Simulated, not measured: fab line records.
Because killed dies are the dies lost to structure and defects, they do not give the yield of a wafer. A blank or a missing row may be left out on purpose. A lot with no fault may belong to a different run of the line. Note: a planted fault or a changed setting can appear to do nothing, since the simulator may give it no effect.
Chamber matching / flow nand_harc / NHARC_A_CHANNEL_FILL_D1_ETCHBACK_20 on rie_diel-03 has 4 sister chambers
The step etches the open film in C4F8/O2/Ar, target depth 27 nm, time 13.5 s. 16 wafers are shown with their chamber, then 8 later ones without.

WAFERS, EACH WITH ITS CHAMBER
wafer=L891.2; chamber=3; rf_vpp_V (V)=979; oes_product_au (a.u.)=0.92
wafer=L891.4; chamber=2; rf_vpp_V (V)=982; oes_product_au (a.u.)=0.91
wafer=L891.5; chamber=3; rf_vpp_V (V)=979; oes_product_au (a.u.)=0.92
wafer=L892.2; chamber=0; rf_vpp_V (V)=980; oes_product_au (a.u.)=0.93
wafer=L892.3; chamber=3; rf_vpp_V (V)=977; oes_product_au (a.u.)=0.92
wafer=L892.6; chamber=1; rf_vpp_V (V)=984; oes_product_au (a.u.)=0.93
wafer=L894.2; chamber=1; rf_vpp_V (V)=986; oes_product_au (a.u.)=0.93
wafer=L894.4; chamber=2; rf_vpp_V (V)=984; oes_product_au (a.u.)=0.92
wafer=L894.6; chamber=3; rf_vpp_V (V)=978; oes_product_au (a.u.)=0.94
wafer=L896.1; chamber=0; rf_vpp_V (V)=980; oes_product_au (a.u.)=1.01
wafer=L896.4; chamber=3; rf_vpp_V (V)=977; oes_product_au (a.u.)=1.00
wafer=L896.6; chamber=3; rf_vpp_V (V)=979; oes_product_au (a.u.)=1.00
wafer=L898.1; chamber=1; rf_vpp_V (V)=984; oes_product_au (a.u.)=0.99
wafer=L898.2; chamber=2; rf_vpp_V (V)=983; oes_product_au (a.u.)=1.00
wafer=L898.3; chamber=3; rf_vpp_V (V)=978; oes_product_au (a.u.)=1.01
wafer=L900.1; chamber=1; rf_vpp_V (V)=982; oes_product_au (a.u.)=0.98

SIGNATURES, as means of the wafers listed above
reading=rf_vpp_V; chamber 0=980.00; chamber 1=984.00; chamber 2=983.00; chamber 3=978.14; scatter within a chamber=1.11
reading=oes_product_au; chamber 0=0.9700; chamber 1=0.9575; chamber 2=0.9433; chamber 3=0.9586; scatter within a chamber=0.0428
Rule: distance of a wafer from a chamber = root of the sum over the readings of ((wafer's reading minus chamber's mean) / reading's scatter) squared. If the next closest chamber is less than 2 further off than the closest, the wafer can't be placed; otherwise it belongs to the closest. How the scatter is found: for the shown wafers, subtract from each reading the mean of its chamber, square and add these, divide the total by (wafers less chambers), then take the root.

WAFERS WITHOUT THEIR CHAMBER
wafer=L900.2; rf_vpp_V (V)=978; oes_product_au (a.u.)=0.99
wafer=L900.6; rf_vpp_V (V)=979; oes_product_au (a.u.)=1.01
wafer=L904.2; rf_vpp_V (V)=978; oes_product_au (a.u.)=1.01
wafer=L904.3; rf_vpp_V (V)=977; oes_product_au (a.u.)=1.00
wafer=L904.5; rf_vpp_V (V)=984; oes_product_au (a.u.)=1.00
wafer=L903.1; rf_vpp_V (V)=983; oes_product_au (a.u.)=1.01
wafer=L903.4; rf_vpp_V (V)=985; oes_product_au (a.u.)=1.00
wafer=L903.5; rf_vpp_V (V)=984; oes_product_au (a.u.)=0.99

WHICH CHAMBER EACH WENT THROUGH
wafer=L900.2; from the rows above=can't be placed: 3 or 0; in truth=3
wafer=L900.6; from the rows above=can't be placed: 0 or 3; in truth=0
wafer=L904.2; from the rows above=can't be placed: 3 or 0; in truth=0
wafer=L904.3; from the rows above=can't be placed: 3 or 0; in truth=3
wafer=L904.5; from the rows above=can't be placed: 1 or 2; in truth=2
wafer=L903.1; from the rows above=can't be placed: 1 or 2 or 0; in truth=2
wafer=L903.4; from the rows above=can't be placed: 1 or 2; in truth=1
wafer=L903.5; from the rows above=can't be placed: 1 or 2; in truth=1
Correct placement for 0 of the 8. From these rows, 8 cannot be placed; in 8 the true chamber is one of the candidates. Wrongly placed: 0.
